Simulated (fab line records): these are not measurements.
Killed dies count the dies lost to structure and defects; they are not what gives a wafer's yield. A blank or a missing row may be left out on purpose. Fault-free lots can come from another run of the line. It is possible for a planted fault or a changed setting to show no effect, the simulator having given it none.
Chamber matching / flow n5Finfet / N5_SDB_STRIP_21 on rieDiel-01: 4 sister chambers
The step strips in CF4. 18 wafers are shown with their chamber, then 9 later ones without.

WAFERS, EACH WITH ITS CHAMBER
wafer=L079.1; chamber=2; showerheadPlenumPTorr (Torr)=1.70; drypumpMotorCurrentA (A)=6.03; rfVppV (V)=270.1
wafer=L079.2; chamber=3; showerheadPlenumPTorr (Torr)=1.83; drypumpMotorCurrentA (A)=5.15; rfVppV (V)=272.1
wafer=L079.3; chamber=0; showerheadPlenumPTorr (Torr)=1.76; drypumpMotorCurrentA (A)=6.08; rfVppV (V)=271.8
wafer=L082.2; chamber=2; showerheadPlenumPTorr (Torr)=1.70; drypumpMotorCurrentA (A)=6.00; rfVppV (V)=270.0
wafer=L082.3; chamber=3; showerheadPlenumPTorr (Torr)=1.83; drypumpMotorCurrentA (A)=5.15; rfVppV (V)=272.1
wafer=L082.5; chamber=3; showerheadPlenumPTorr (Torr)=1.83; drypumpMotorCurrentA (A)=5.16; rfVppV (V)=272.0
wafer=L084.2; chamber=1; showerheadPlenumPTorr (Torr)=1.87; drypumpMotorCurrentA (A)=5.77; rfVppV (V)=272.1
wafer=L084.3; chamber=3; showerheadPlenumPTorr (Torr)=1.83; drypumpMotorCurrentA (A)=5.18; rfVppV (V)=273.2
wafer=L084.4; chamber=2; showerheadPlenumPTorr (Torr)=1.70; drypumpMotorCurrentA (A)=6.02; rfVppV (V)=270.2
wafer=L085.3; chamber=0; showerheadPlenumPTorr (Torr)=1.76; drypumpMotorCurrentA (A)=6.08; rfVppV (V)=270.6
wafer=L085.5; chamber=2; showerheadPlenumPTorr (Torr)=1.70; drypumpMotorCurrentA (A)=5.98; rfVppV (V)=268.8
wafer=L085.6; chamber=3; showerheadPlenumPTorr (Torr)=1.83; drypumpMotorCurrentA (A)=5.18; rfVppV (V)=272.2
wafer=L087.2; chamber=3; showerheadPlenumPTorr (Torr)=1.82; drypumpMotorCurrentA (A)=5.18; rfVppV (V)=272.3
wafer=L087.3; chamber=2; showerheadPlenumPTorr (Torr)=1.70; drypumpMotorCurrentA (A)=6.01; rfVppV (V)=270.0
wafer=L087.5; chamber=0; showerheadPlenumPTorr (Torr)=1.76; drypumpMotorCurrentA (A)=6.08; rfVppV (V)=270.8
wafer=L091.1; chamber=2; showerheadPlenumPTorr (Torr)=1.70; drypumpMotorCurrentA (A)=6.03; rfVppV (V)=267.8
wafer=L091.5; chamber=1; showerheadPlenumPTorr (Torr)=1.87; drypumpMotorCurrentA (A)=5.78; rfVppV (V)=272.9
wafer=L091.6; chamber=2; showerheadPlenumPTorr (Torr)=1.70; drypumpMotorCurrentA (A)=6.02; rfVppV (V)=269.4

SIGNATURES, as means of the wafers listed above
reading=showerheadPlenumPTorr; chamber 0=1.7600; chamber 1=1.8700; chamber 2=1.7000; chamber 3=1.8283; scatter within a chamber=0.00244
reading=drypumpMotorCurrentA; chamber 0=6.0800; chamber 1=5.7750; chamber 2=6.0129; chamber 3=5.1667; scatter within a chamber=0.0149
reading=rfVppV; chamber 0=271.067; chamber 1=272.500; chamber 2=269.471; chamber 3=272.317; scatter within a chamber=0.7
Rule: a wafer's distance from a chamber is the root of the sum, over the readings, of the square of ((its reading less the chamber's mean) divided by the reading's scatter). The wafer belongs to the nearest chamber; if the next one is less than 2 further off, it can't be placed. How the scatter is found: for the shown wafers, subtract from each reading the mean of its chamber, square and add these, divide the total by (wafers less chambers), then take the root.

WAFERS WITH NO CHAMBER GIVEN
wafer=L092.3; showerheadPlenumPTorr (Torr)=1.86; drypumpMotorCurrentA (A)=5.76; rfVppV (V)=273.5
wafer=L092.4; showerheadPlenumPTorr (Torr)=1.70; drypumpMotorCurrentA (A)=6.00; rfVppV (V)=268.1
wafer=L092.5; showerheadPlenumPTorr (Torr)=1.75; drypumpMotorCurrentA (A)=6.10; rfVppV (V)=270.0
wafer=L093.1; showerheadPlenumPTorr (Torr)=1.75; drypumpMotorCurrentA (A)=6.11; rfVppV (V)=269.7
wafer=L093.2; showerheadPlenumPTorr (Torr)=1.70; drypumpMotorCurrentA (A)=6.05; rfVppV (V)=269.2
wafer=L093.5; showerheadPlenumPTorr (Torr)=1.75; drypumpMotorCurrentA (A)=6.11; rfVppV (V)=270.5
wafer=L095.1; showerheadPlenumPTorr (Torr)=1.75; drypumpMotorCurrentA (A)=6.07; rfVppV (V)=270.0
wafer=L095.3; showerheadPlenumPTorr (Torr)=1.86; drypumpMotorCurrentA (A)=5.73; rfVppV (V)=272.9
wafer=L095.4; showerheadPlenumPTorr (Torr)=1.70; drypumpMotorCurrentA (A)=6.03; rfVppV (V)=269.4

THE CHAMBER EACH PASSED THROUGH
wafer=L092.3; from the rows above=1; in truth=1
wafer=L092.4; from the rows above=2; in truth=2
wafer=L092.5; from the rows above=0; in truth=0
wafer=L093.1; from the rows above=0; in truth=0
wafer=L093.2; from the rows above=2; in truth=2
wafer=L093.5; from the rows above=0; in truth=0
wafer=L095.1; from the rows above=0; in truth=0
wafer=L095.3; from the rows above=1; in truth=1
wafer=L095.4; from the rows above=2; in truth=2
Correct placement for 9 of the 9. Number that these rows cannot place: 0. Placed wrongly: 0.
